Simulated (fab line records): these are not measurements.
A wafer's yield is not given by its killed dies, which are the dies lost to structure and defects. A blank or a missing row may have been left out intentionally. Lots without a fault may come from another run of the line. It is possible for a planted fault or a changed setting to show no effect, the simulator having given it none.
fab line records :: flow n5-finfet
record
  lots=4
  wafers=12
  last-day=20
route steps=1938 shown BEOL_M1@835 BEOL_M2@841 BEOL_M4@1111 PASSIVATION@1936
lots with no fault: from the same line, run without faults
start-h: hours from the record's opening day to when the first of the lot's shown wafers began :: wait-h: hours from the lot's prior step to this one :: " same as the row above :: L1.1+2: a single row standing in for several wafers :: - no value, or no start was given :: * or withheld: withheld :: < > ~ a bound
route shown NAME@n: NAME is a module with steps in the file, n the number in the route of the first one :: usual: the fault-free wafers' mean and standard deviation :: same: alike in all rows :: chamber/n: place in a boat :: sites: each site's reading :: _std_site: how widely they spread, as a standard deviation :: _edge_site: inner sites' mean taken away from outer sites' mean :: radius-mm: how far each site lies from the wafer's centre :: mask NAME#n: copy n :: behind: tool/chamber where the wafer was last shaped :: hold: what put the lot on hold/how long, in hours/how the hold closed :: device: which transistor (n, p or np) failed to switch :: end of line: the same wafers' tests at the end of the route :: a step with no rows: only its recipe :: killed: not the wafer's yield, but the dies lost to structure and defects at the first sort :: map: dies across one wafer; x = killed, . = not, _ = none there
set.NAME: the setting the step ran with; set.NAME@STEP: the setting that earlier step ran with :: model.NAME: the simulator's own value behind a step, which no gauge read
lots seen at some steps along the route; tables by step, rows by wafer
services: when a tool's chamber went out of use (start-h, in hours from the record's first day, below 0 if earlier), for how many hours, and the reason
## steps
# step N5_BEOL_M1_PRE_CLEAN_60
# recipe
  gas=NH3/H2
  time-s=15
  temp-c=*
  rf-power-w=300
# step N5_BEOL_M1_CO_CAP_55
# recipe
  material=Co
  target-thk-a=20
  temp-c=200
  precursor=CCTBA/H2
  pressure-torr=30
  time-s=102.1
# step N5_BEOL_M1_PRE_CLEAN_56
# recipe
  gas=NH3
  time-s=15
  temp-c=withheld
  rf-power-w=300
# step N5_BEOL_M1_DEP_57
# recipe
  material=SiCN
  target-thk-a=80
  temp-c=withheld
  precursor=3MS/NH3
  pressure-torr=3
  rf-w=202
  time-s=14
# step N5_BEOL_M2_ILD_DEP_00
# recipe
  material=SiOC
  target-thk-a=790
  temp-c=350
  precursor=DEMS/O2
  pressure-torr=5
  rf-w=500
  time-s=15.3
# step N5_BEOL_M2_PECVD_72
# recipe
  material=SiO2
  target-thk-a=160
  temp-c=400
  precursor=TEOS/O2
  pressure-torr=5.5
  rf-w=450
  teos-flow-sccm=53.8
  gas=O2
  flow-sccm=3000
  time-s=18
# step N5_BEOL_M2_HM_DEP_02
# recipe
  material=TiN
  target-thk-a=200
  temp-c=25
  chamber-pressure-pa=0.49996
# step N5_BEOL_M2_COAT_61
# recipe
  resist=SOC
  temp-c=250
  time-s=60
  spin-rpm=1500
  resist-thk-nm=60
# step N5_BEOL_M2_COAT_62
# recipe
  resist=SiARC
  temp-c=220
  time-s=60
  spin-rpm=1500
  resist-thk-nm=12
# usual
  spin-speed-rpm=1499.9/0.97
lot.wafer: L753.1
tool: litho-track-04
chamber: 0
start-h: 180.50
wait-h: -
spin-speed-rpm: 1502.1

lot.wafer: L753.3
tool: litho-track-04
chamber: 0
start-h: 180.50
wait-h: -
spin-speed-rpm: 1500.9

lot.wafer: L753.5
tool: litho-track-04
chamber: 0
start-h: 180.50
wait-h: -
spin-speed-rpm: 1499.7

lot.wafer: L763.1
tool: litho-track-04
chamber: 0
start-h: 209.97
wait-h: -
spin-speed-rpm: 1545.8

lot.wafer: L763.5
tool: litho-track-04
chamber: 0
start-h: 209.97
wait-h: -
spin-speed-rpm: 1545.2

lot.wafer: L763.6
tool: litho-track-04
chamber: 0
start-h: 209.97
wait-h: -
spin-speed-rpm: 1546.6

lot.wafer: L764.3
tool: litho-track-04
chamber: 0
start-h: 231.79
wait-h: -
spin-speed-rpm: 1546.7

lot.wafer: L764.4
tool: litho-track-04
chamber: 0
start-h: 231.79
wait-h: -
spin-speed-rpm: 1545.9

lot.wafer: L764.5
tool: litho-track-04
chamber: 0
start-h: 231.79
wait-h: -
spin-speed-rpm: 1546.2

lot.wafer: L769.1
tool: litho-track-02
chamber: 0
start-h: 259.39
wait-h: -
spin-speed-rpm: 1500.5

lot.wafer: L769.4
tool: litho-track-02
chamber: 0
start-h: 259.39
wait-h: -
spin-speed-rpm: 1500.7

lot.wafer: L769.6
tool: litho-track-02
chamber: 0
start-h: 259.39
wait-h: -
spin-speed-rpm: 1499.6
# step N5_BEOL_M2_COAT_73
# recipe
  resist=underlayer
  temp-c=205
  time-s=60
  spin-rpm=1500
  resist-thk-nm=5
# step N5_BEOL_M2_COAT_05
# recipe
  resist=CAR-EUV
  spin-rpm=1500
  resist-thk-nm=30
# step N5_BEOL_M2_EBR_07
# recipe
  solvent=PGMEA
  ebr-width-mm=1.5
# step N5_BEOL_M2_SOFTBAKE_06
# recipe
  temp-c=110
  time-s=60
  resist=CAR-EUV
# step N5_BEOL_M2_EXPOSE_08
# recipe
  mask-id=M2
  na=0.33
  source-shape=dipole
  sigma-inner=0.369
  sigma-outer=0.767
  polarization=unpolarized
  dose-mj=41.25
# step N5_BEOL_M2_PEB_09
# recipe
  peb-temp-c=100
  peb-time-s=60
  resist=CAR-EUV
# step N5_BEOL_M2_DEVELOP_10
# recipe
  develop-time-s=30
  developer=TMAH
  resist=CAR-EUV
  rinse-liquid=surfactant-rinse
  dry=air-spin
  dev-temp-c=23
# step N5_BEOL_M2_DESCUM_16
# recipe
  chemistry=O2
  time-s=7
  source-power-w=50
  bias-power-w=20
  pressure-mtorr=20
  rf-frequency-hz=2.712e+07
  temp-c=40
  resist=CAR-EUV
  o2-flow-sccm=225
# step N5_BEOL_M2_ETCH_74
# recipe
  chemistry=N2/H2
  target=underlayer
  target-depth-a=65
  mask-material=CAR-EUV
  time-s=5.2
  ion-energy-ev=200
  pressure-mtorr=30
  source-w=840
  bias-w=150
  n2-flow-sccm=200
  h2-flow-sccm=200
  ends=cleared
# step N5_BEOL_M2_ETCH_63
# recipe
  chemistry=CF4
  target=SiARC
  target-depth-a=156
  mask-material=CAR-EUV
  time-s=26
  ion-energy-ev=80
  pressure-mtorr=40
  source-w=545
  bias-w=36
  Ar_flow_sccm=100
  cf4-flow-sccm=100
  ends=cleared
# usual
  drypump-motor-current-A=5.69/0.2
  etch-rf-on-time-s=26.2/0.92
  oes-product-au=0.68/0.075
  rf-vpp-V=184.0/1.2
  showerhead-plenum-p-Torr=2.13/0.062
  throttle-valve-pct=15.65/0.23
lot.wafer: L753.1
tool: rie-diel-04
chamber: 0
start-h: 180.94
wait-h: 0.0
drypump-motor-current-A: 5.87
etch-rf-on-time-s: 25.3
oes-product-au: 0.81
rf-hours-counter-h: 15
rf-vpp-V: 183.6
showerhead-plenum-p-Torr: 2.10
throttle-valve-pct: 15.59
model.etch.depth-nm: 12.04

lot.wafer: L753.3
tool: rie-diel-04
chamber: 3
start-h: 180.94
wait-h: 0.0
drypump-motor-current-A: 5.25
etch-rf-on-time-s: 27.2
oes-product-au: 0.62
rf-hours-counter-h: 167
rf-vpp-V: 185.1
showerhead-plenum-p-Torr: 2.21
throttle-valve-pct: 15.92
model.etch.depth-nm: 12.02

lot.wafer: L753.5
tool: rie-diel-04
chamber: 3
start-h: 180.94
wait-h: 0.0
drypump-motor-current-A: 5.23
etch-rf-on-time-s: 27.2
oes-product-au: 0.62
rf-hours-counter-h: -
rf-vpp-V: 184.5
showerhead-plenum-p-Torr: 2.21
throttle-valve-pct: 15.91
model.etch.depth-nm: 12.03

lot.wafer: L763.1
tool: rie-diel-03
chamber: 2
start-h: 210.52
wait-h: 0.0
drypump-motor-current-A: 5.94
etch-rf-on-time-s: 26.7
oes-product-au: 0.62
rf-hours-counter-h: 181
rf-vpp-V: 183.0
showerhead-plenum-p-Torr: 2.21
throttle-valve-pct: 15.70
model.etch.depth-nm: 11.89

lot.wafer: L763.5
tool: rie-diel-03
chamber: 2
start-h: 210.52
wait-h: 0.0
drypump-motor-current-A: 5.93
etch-rf-on-time-s: 27.0
oes-product-au: 0.61
rf-hours-counter-h: -
rf-vpp-V: 185.6
showerhead-plenum-p-Torr: 2.21
throttle-valve-pct: 15.68
model.etch.depth-nm: 11.87

lot.wafer: L763.6
tool: rie-diel-03
chamber: 3
start-h: 210.52
wait-h: 0.0
drypump-motor-current-A: 5.65
etch-rf-on-time-s: 27.0
oes-product-au: 0.65
rf-hours-counter-h: -
rf-vpp-V: 183.7
showerhead-plenum-p-Torr: 2.06
throttle-valve-pct: 15.59
model.etch.depth-nm: 11.88

lot.wafer: L764.3
tool: rie-diel-03
chamber: 0
start-h: 232.23
wait-h: 0.0
drypump-motor-current-A: 5.51
etch-rf-on-time-s: 24.7
oes-product-au: 0.60
rf-hours-counter-h: 219
rf-vpp-V: 183.5
showerhead-plenum-p-Torr: 2.11
throttle-valve-pct: 15.68
model.etch.depth-nm: 11.79

lot.wafer: L764.4
tool: rie-diel-03
chamber: 1
start-h: 232.23
wait-h: 0.0
drypump-motor-current-A: 5.78
etch-rf-on-time-s: 25.3
oes-product-au: 0.67
rf-hours-counter-h: 129
rf-vpp-V: 183.7
showerhead-plenum-p-Torr: 2.06
throttle-valve-pct: 15.71
model.etch.depth-nm: 11.82

lot.wafer: L764.5
tool: rie-diel-03
chamber: 3
start-h: 232.23
wait-h: 0.0
drypump-motor-current-A: 5.66
etch-rf-on-time-s: 26.4
oes-product-au: 0.66
rf-hours-counter-h: -
rf-vpp-V: 184.5
showerhead-plenum-p-Torr: 2.06
throttle-valve-pct: 15.58
model.etch.depth-nm: 11.78

lot.wafer: L769.1
tool: rie-diel-04
chamber: 3
start-h: 260.15
wait-h: 0.0
drypump-motor-current-A: 5.24
etch-rf-on-time-s: 27.0
oes-product-au: 0.61
rf-hours-counter-h: 193
rf-vpp-V: 183.7
showerhead-plenum-p-Torr: 2.20
throttle-valve-pct: 15.97
model.etch.depth-nm: 12.01

lot.wafer: L769.4
tool: rie-diel-04
chamber: 2
start-h: 260.15
wait-h: 0.0
drypump-motor-current-A: 5.41
etch-rf-on-time-s: 25.7
oes-product-au: 0.82
rf-hours-counter-h: 8
rf-vpp-V: 184.2
showerhead-plenum-p-Torr: 2.19
throttle-valve-pct: 15.32
model.etch.depth-nm: 12.04

lot.wafer: L769.6
tool: rie-diel-04
chamber: 3
start-h: 260.15
wait-h: 0.0
drypump-motor-current-A: 5.23
etch-rf-on-time-s: 27.2
oes-product-au: 0.61
rf-hours-counter-h: -
rf-vpp-V: 186.8
showerhead-plenum-p-Torr: 2.20
throttle-valve-pct: 15.98
model.etch.depth-nm: 12.02
# step N5_BEOL_M2_ETCH_64
# recipe
  chemistry=N2/H2
  target=SOC
  target-depth-a=750
  overetch-a=225
  mask-material=SiARC
  temp-c=40
  time-s=121.9
  ion-energy-ev=200
  pressure-mtorr=30
  source-w=840
  bias-w=150
  n2-flow-sccm=200
  h2-flow-sccm=200
# step N5_BEOL_M4_RC_MEAS_101
# usual
  DIBL_N=36.1/2.3
  DIBL_P=36/3.2
  IOFF_N=0.16/0.045
  IOFF_P=0.21/0.049
  ION_N=674/14
  ION_P=462/8.4
  SS_N=71.6/0.83
  SS_P=73.2/0.87
  VT_N=249/3.8
  VT_P=-250/3.4
lot.wafer: L753.1
tool: prober-01
chamber: 0
start-h: 266.33
wait-h: 0.0
DIBL_N[mV/V]: 35.2
DIBL_P[mV/V]: 32
IOFF_N[nA/um]: 0.13
IOFF_P[nA/um]: 0.17
ION_N[uA/um]: 664
ION_P[uA/um]: 457
SS_N[mV/dec]: 71.2
SS_P[mV/dec]: 71.8
VT_N[mV]: 252
VT_P[mV]: -253

lot.wafer: L753.3
tool: prober-01
chamber: 0
start-h: 266.33
wait-h: 0.0
DIBL_N[mV/V]: 40.8
DIBL_P[mV/V]: 40
IOFF_N[nA/um]: 0.25
IOFF_P[nA/um]: 0.30
ION_N[uA/um]: 681
ION_P[uA/um]: 466
SS_N[mV/dec]: 73.4
SS_P[mV/dec]: 74.0
VT_N[mV]: 246
VT_P[mV]: -246

lot.wafer: L753.5
tool: prober-01
chamber: 0
start-h: 266.33
wait-h: 0.0
DIBL_N[mV/V]: 35.6
DIBL_P[mV/V]: 34
IOFF_N[nA/um]: 0.14
IOFF_P[nA/um]: 0.19
ION_N[uA/um]: 657
ION_P[uA/um]: 453
SS_N[mV/dec]: 71.9
SS_P[mV/dec]: 72.9
VT_N[mV]: 251
VT_P[mV]: -250

lot.wafer: L763.1
tool: prober-02
chamber: 0
start-h: 297.13
wait-h: 0.0
DIBL_N[mV/V]: 32.9
DIBL_P[mV/V]: 32
IOFF_N[nA/um]: 0.10
IOFF_P[nA/um]: 0.15
ION_N[uA/um]: 648
ION_P[uA/um]: 454
SS_N[mV/dec]: 70.0
SS_P[mV/dec]: 72.0
VT_N[mV]: 254
VT_P[mV]: -256

lot.wafer: L763.5
tool: prober-02
chamber: 0
start-h: 297.13
wait-h: 0.0
DIBL_N[mV/V]: 35.3
DIBL_P[mV/V]: 35
IOFF_N[nA/um]: 0.13
IOFF_P[nA/um]: 0.18
ION_N[uA/um]: 676
ION_P[uA/um]: 466
SS_N[mV/dec]: 71.2
SS_P[mV/dec]: 72.4
VT_N[mV]: 253
VT_P[mV]: -250

lot.wafer: L763.6
tool: prober-02
chamber: 0
start-h: 297.13
wait-h: 0.0
DIBL_N[mV/V]: 38.4
DIBL_P[mV/V]: 37
IOFF_N[nA/um]: 0.19
IOFF_P[nA/um]: 0.23
ION_N[uA/um]: 682
ION_P[uA/um]: 469
SS_N[mV/dec]: 71.9
SS_P[mV/dec]: 73.2
VT_N[mV]: 249
VT_P[mV]: -250

lot.wafer: L764.3
tool: prober-02
chamber: 0
start-h: 345.12
wait-h: 0.3
DIBL_N[mV/V]: 35.7
DIBL_P[mV/V]: 35
IOFF_N[nA/um]: 0.15
IOFF_P[nA/um]: 0.21
ION_N[uA/um]: 677
ION_P[uA/um]: 469
SS_N[mV/dec]: 71.4
SS_P[mV/dec]: 73.9
VT_N[mV]: 248
VT_P[mV]: -246

lot.wafer: L764.4
tool: prober-02
chamber: 0
start-h: 345.12
wait-h: 0.3
DIBL_N[mV/V]: 35.0
DIBL_P[mV/V]: 34
IOFF_N[nA/um]: 0.14
IOFF_P[nA/um]: 0.19
ION_N[uA/um]: 658
ION_P[uA/um]: 451
SS_N[mV/dec]: 71.9
SS_P[mV/dec]: 72.7
VT_N[mV]: 248
VT_P[mV]: -251

lot.wafer: L764.5
tool: prober-02
chamber: 0
start-h: 345.12
wait-h: 0.3
DIBL_N[mV/V]: 35.6
DIBL_P[mV/V]: 35
IOFF_N[nA/um]: 0.14
IOFF_P[nA/um]: 0.22
ION_N[uA/um]: 662
ION_P[uA/um]: 462
SS_N[mV/dec]: 72.0
SS_P[mV/dec]: 74.3
VT_N[mV]: 248
VT_P[mV]: -250

lot.wafer: L769.1
tool: prober-02
chamber: 0
start-h: 355.51
wait-h: 0.0
DIBL_N[mV/V]: 32.8
DIBL_P[mV/V]: 31
IOFF_N[nA/um]: 0.12
IOFF_P[nA/um]: 0.17
ION_N[uA/um]: 675
ION_P[uA/um]: 467
SS_N[mV/dec]: 70.1
SS_P[mV/dec]: 72.3
VT_N[mV]: 249
VT_P[mV]: -251

lot.wafer: L769.4
tool: prober-02
chamber: 0
start-h: 355.51
wait-h: 0.0
DIBL_N[mV/V]: 38.0
DIBL_P[mV/V]: 37
IOFF_N[nA/um]: 0.21
IOFF_P[nA/um]: 0.26
ION_N[uA/um]: 693
ION_P[uA/um]: 476
SS_N[mV/dec]: 71.4
SS_P[mV/dec]: 73.5
VT_N[mV]: 242
VT_P[mV]: -247

lot.wafer: L769.6
tool: prober-02
chamber: 0
start-h: 355.51
wait-h: 0.0
DIBL_N[mV/V]: 34.9
DIBL_P[mV/V]: 34
IOFF_N[nA/um]: 0.16
IOFF_P[nA/um]: 0.22
ION_N[uA/um]: 682
ION_P[uA/um]: 478
SS_N[mV/dec]: 70.3
SS_P[mV/dec]: 73.2
VT_N[mV]: 245
VT_P[mV]: -246
# step N5_PASSIVATION_PROBE_49
# usual
  defect-limited-yield=90.9/1.6
  killed_at_M0_to_M3=37/11
  killed_at_M4_up=15/5.6
  killed-at-contacts=13/6.4
  killed-at-front-end=39/11
  killed-at-other=4/3.1
  killed-dies=107/19
  killed-open=71/14
  killed-short=34/7.8
  sort_bin_5_function=5.3/1
  sort_bin_6_memory=3.4/0.72
  sort-n-pass=1072/20
  sort-yield-pct=90.9/1.7
# same
  gross-dies=1180
  killed-at-back-side=0
  sort_bin_4_leakage[%]=0
  sort_bin_8_speed[%]=0
lot.wafer: L753.1
tool: prober-02
chamber: -
start-h: 370.90
wait-h: 0.0
defect-limited-yield[%]: 93.2
killed_at_M0_to_M3: 38
killed_at_M4_up: 9
killed-at-contacts: 4
killed-at-front-end: 28
killed-at-other: 1
killed-dies: 80
killed-open: 48
killed-short: 30
sort_bin_5_function[%]: 4.2
sort_bin_6_memory[%]: 2.2
sort-n-pass: 1100
sort-yield-pct[%]: 93.2

lot.wafer: L753.3
tool: prober-02
chamber: -
start-h: 371.00
wait-h: 0.1
defect-limited-yield[%]: 93.7
killed_at_M0_to_M3: 35
killed_at_M4_up: 13
killed-at-contacts: 2
killed-at-front-end: 23
killed-at-other: 1
killed-dies: 74
killed-open: 47
killed-short: 20
sort_bin_5_function[%]: 3.3
sort_bin_6_memory[%]: 2.5
sort-n-pass: 1106
sort-yield-pct[%]: 93.7

lot.wafer: L753.5
tool: prober-02
chamber: -
start-h: 371.10
wait-h: 0.2
defect-limited-yield[%]: 91.5
killed_at_M0_to_M3: 33
killed_at_M4_up: 18
killed-at-contacts: 6
killed-at-front-end: 42
killed-at-other: 1
killed-dies: 100
killed-open: 67
killed-short: 28
sort_bin_5_function[%]: 4.6
sort_bin_6_memory[%]: 3.5
sort-n-pass: 1080
sort-yield-pct[%]: 91.5

lot.wafer: L763.1
tool: prober-02
chamber: -
start-h: 429.14
wait-h: 0.0
defect-limited-yield[%]: 91.2
killed_at_M0_to_M3: 39
killed_at_M4_up: 10
killed-at-contacts: 10
killed-at-front-end: 43
killed-at-other: 2
killed-dies: 104
killed-open: 76
killed-short: 23
sort_bin_5_function[%]: 4.9
sort_bin_6_memory[%]: 3.8
sort-n-pass: 1076
sort-yield-pct[%]: 91.2

lot.wafer: L763.5
tool: prober-02
chamber: -
start-h: 429.34
wait-h: 0.2
defect-limited-yield[%]: 90.7
killed_at_M0_to_M3: 32
killed_at_M4_up: 19
killed-at-contacts: 19
killed-at-front-end: 33
killed-at-other: 7
killed-dies: 110
killed-open: 64
killed-short: 45
sort_bin_5_function[%]: 6.1
sort_bin_6_memory[%]: 3.1
sort-n-pass: 1070
sort-yield-pct[%]: 90.7

lot.wafer: L763.6
tool: prober-02
chamber: -
start-h: 429.39
wait-h: 0.3
defect-limited-yield[%]: 92.9
killed_at_M0_to_M3: 32
killed_at_M4_up: 6
killed-at-contacts: 18
killed-at-front-end: 24
killed-at-other: 4
killed-dies: 84
killed-open: 52
killed-short: 29
sort_bin_5_function[%]: 3.7
sort_bin_6_memory[%]: 3.3
sort-n-pass: 1096
sort-yield-pct[%]: 92.9

lot.wafer: L764.3
tool: prober-01
chamber: -
start-h: 468.03
wait-h: 0.1
defect-limited-yield[%]: 92.8
killed_at_M0_to_M3: 35
killed_at_M4_up: 1
killed-at-contacts: 19
killed-at-front-end: 24
killed-at-other: 6
killed-dies: 85
killed-open: 58
killed-short: 27
sort_bin_5_function[%]: 4.2
sort_bin_6_memory[%]: 2.5
sort-n-pass: 1095
sort-yield-pct[%]: 92.8

lot.wafer: L764.4
tool: prober-01
chamber: -
start-h: 468.08
wait-h: 0.2
defect-limited-yield[%]: 91.9
killed_at_M0_to_M3: 45
killed_at_M4_up: 9
killed-at-contacts: 16
killed-at-front-end: 24
killed-at-other: 2
killed-dies: 96
killed-open: 58
killed-short: 35
sort_bin_5_function[%]: 4.2
sort_bin_6_memory[%]: 3.7
sort-n-pass: 1084
sort-yield-pct[%]: 91.9

lot.wafer: L764.5
tool: prober-01
chamber: -
start-h: 468.13
wait-h: 0.2
defect-limited-yield[%]: 89.5
killed_at_M0_to_M3: 58
killed_at_M4_up: 7
killed-at-contacts: 27
killed-at-front-end: 24
killed-at-other: 8
killed-dies: 124
killed-open: 84
killed-short: 38
sort_bin_5_function[%]: 6.4
sort_bin_6_memory[%]: 4.0
sort-n-pass: 1056
sort-yield-pct[%]: 89.5

lot.wafer: L769.1
tool: prober-02
chamber: -
start-h: 491.52
wait-h: 0.0
defect-limited-yield[%]: 90.1
killed_at_M0_to_M3: 24
killed_at_M4_up: 18
killed-at-contacts: 18
killed-at-front-end: 56
killed-at-other: 1
killed-dies: 117
killed-open: 69
killed-short: 48
sort_bin_5_function[%]: 6.3
sort_bin_6_memory[%]: 3.4
sort-n-pass: 1063
sort-yield-pct[%]: 90.1

lot.wafer: L769.4
tool: prober-02
chamber: -
start-h: 491.67
wait-h: 0.2
defect-limited-yield[%]: 89.4
killed_at_M0_to_M3: 22
killed_at_M4_up: 17
killed-at-contacts: 15
killed-at-front-end: 68
killed-at-other: 3
killed-dies: 125
killed-open: 86
killed-short: 36
sort_bin_5_function[%]: 6.6
sort_bin_6_memory[%]: 3.7
sort-n-pass: 1055
sort-yield-pct[%]: 89.4

lot.wafer: L769.6
tool: prober-02
chamber: -
start-h: 491.77
wait-h: 0.3
defect-limited-yield[%]: 92.3
killed_at_M0_to_M3: 11
killed_at_M4_up: 20
killed-at-contacts: 15
killed-at-front-end: 38
killed-at-other: 7
killed-dies: 91
killed-open: 59
killed-short: 32
sort_bin_5_function[%]: 5.3
sort_bin_6_memory[%]: 2.0
sort-n-pass: 1089
sort-yield-pct[%]: 92.3
# killed by level:class
L753.1 BEOL_M1:geometric-particle:open=8 BEOL_M3:geometric-particle:open=8 BEOL_M0_SAQP:geometric-particle:open=6 FIN_SAQP:geometric-particle:open=5 BEOL_M2:geometric-particle:open=5 SPACER0:geometric-particle:short=4 GATE_CUT:geometric-particle:short=4 DUMMY_GATE:geometric-particle:open=3
L753.3 BEOL_M3:geometric-particle:open=7 BEOL_M4:geometric-particle:open=7 BEOL_M2:geometric-particle:open=6 FIN_SAQP:geometric-particle:open=4 BEOL_M0_SAQP:geometric-particle:open=4 BEOL_M0_SAQP:geometric-particle:short=4 BEOL_M3:geometric-particle:short=4 STI_FIN_REVEAL:geometric-particle:open=3
L753.5 FIN_SAQP:geometric-particle:open=7 DUMMY_GATE:geometric-particle:open=7 BEOL_M1:geometric-particle:open=7 BEOL_M2:geometric-particle:open=6 BEOL_M3:geometric-particle:open=6 STI_FIN_REVEAL:geometric-particle:open=5 BEOL_M0:geometric-particle:short=5 BEOL_M4:geometric-particle:open=5
L763.1 FIN_SAQP:geometric-particle:open=18 STI_FIN_REVEAL:geometric-particle:open=8 MOL_CONTACT_COAG:geometric-particle:open=8 BEOL_M3:geometric-particle:open=8 BEOL_M4:geometric-particle:open=6 BEOL_M0_SAQP:geometric-particle:short=6 BEOL_M2:geometric-particle:open=5 FIN_SAQP:geometric-particle:short=4
L763.5 MOL_CONTACT_COAG:geometric-particle:open=16 BEOL_M4:geometric-particle:open=12 FIN_SAQP:geometric-particle:short=9 BEOL_M3:geometric-particle:open=8 FIN_SAQP:geometric-particle:open=5 BEOL_M0_SAQP:geometric-particle:open=5 STARTING-WAFER:geometric-particle:short=5 STARTING-WAFER:geometric-particle:open=4
L763.6 MOL_CONTACT_COAG:geometric-particle:open=14 FIN_SAQP:geometric-particle:short=9 BEOL_M1:geometric-particle:open=9 FIN_SAQP:geometric-particle:open=7 BEOL_M3:geometric-particle:open=5 BEOL_M1:geometric-particle:short=4 MOL_CONTACT_COAG:geometric-particle:short=3 BEOL_M0_SAQP:geometric-particle:short=3
L764.3 MOL_CONTACT_COAG:geometric-particle:open=14 BEOL_M0_SAQP:geometric-particle:open=10 STI_FIN_REVEAL:geometric-particle:open=8 BEOL_M1:geometric-particle:open=8 BEOL_M2:geometric-particle:open=8 BEOL_M0_SAQP:geometric-particle:short=6 MOL_CONTACT_COAG:geometric-particle:short=5 GATE_CUT:geometric-particle:short=4
L764.4 BEOL_M0_SAQP:geometric-particle:open=13 BEOL_M0_SAQP:geometric-particle:short=12 MOL_CONTACT_COAG:geometric-particle:open=11 GATE_CUT:geometric-particle:short=6 BEOL_M3:geometric-particle:open=6 STI_FIN_REVEAL:geometric-particle:open=5 MOL_CONTACT_COAG:geometric-particle:short=4 BEOL_M1:geometric-particle:open=4
L764.5 BEOL_M0_SAQP:geometric-particle:open=23 MOL_CONTACT_COAG:geometric-particle:open=21 BEOL_M1:geometric-particle:open=11 BEOL_M3:geometric-particle:open=10 BEOL_M0_SAQP:geometric-particle:short=8 MIM_TOP:geometric-particle:short=7 STI_FIN_REVEAL:geometric-particle:open=6 GATE_CUT:geometric-particle:short=5
L769.1 MOL_CONTACT_COAG:geometric-particle:open=16 FIN_SAQP:geometric-particle:short=13 STI_FIN_REVEAL:geometric-particle:open=10 FIN_SAQP:geometric-particle:open=9 BEOL_M0_SAQP:geometric-particle:short=6 BEOL_M1:geometric-particle:open=5 BEOL_M2:geometric-particle:open=5 BEOL_M4:geometric-particle:open=5
L769.4 FIN_SAQP:geometric-particle:open=19 FIN_SAQP:geometric-particle:short=18 BEOL_M4:geometric-particle:open=14 STI_FIN_REVEAL:geometric-particle:open=13 MOL_CONTACT_COAG:geometric-particle:open=12 BEOL_M0_SAQP:geometric-particle:open=6 BEOL_M3:geometric-particle:open=6 DUMMY_GATE:geometric-particle:open=5
L769.6 MOL_CONTACT_COAG:geometric-particle:open=14 BEOL_M4:geometric-particle:open=14 FIN_SAQP:geometric-particle:short=10 FIN_SAQP:geometric-particle:open=8 STI_FIN_REVEAL:geometric-particle:open=7 MIM_BOT:geometric-particle:short=4 BEOL_M2:geometric-particle:open=3 BEOL_M4:geometric-particle:short=3
## services
tool: rie-diel-03
chamber: 0
start-h: 206.78
hours: 4.0
kind: repair

tool: rie-diel-04
chamber: 2
start-h: 209.91
hours: -
kind: clean

tool: rie-diel-04
chamber: 2
start-h: 209.91
hours: -
kind: consumable-replace:focus-ring

tool: rie-diel-04
chamber: 2
start-h: 209.91
hours: 14.3
kind: scheduled-down

tool: rie-diel-04
chamber: 2
start-h: 209.91
hours: 14.3
kind: vent-cycle

tool: rie-diel-03
chamber: 2
start-h: 238.86
hours: 1.8
kind: repair

tool: rie-diel-03
chamber: 3
start-h: 254.51
hours: 19.3
kind: repair
## key
first-sign
  step=N5_BEOL_M2_COAT_62
  reading=spin-speed-rpm
  direction=up
  sigmas=48
  usual=*
  struck=*
effect none on later readings
model-effect
  step=N5_BEOL_M2_ETCH_63
  value=etch.depth-nm
  without=12.02
  struck=11.84
met-at N5_BEOL_M2_COAT_62
struck-wafers L763.1,L763.5,L763.6,L764.3,L764.4,L764.5
onset-between 180.50 209.97
fault
  kind=process-parameter-drift
  tool=litho-track-04
  chamber=-
  onset-h=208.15
  steps=N5_BEOL_M2_COAT_62
  channel=spin-rpm
  offset=*
  shape=step
  end-h=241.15
  acts-in=*
  stated=*
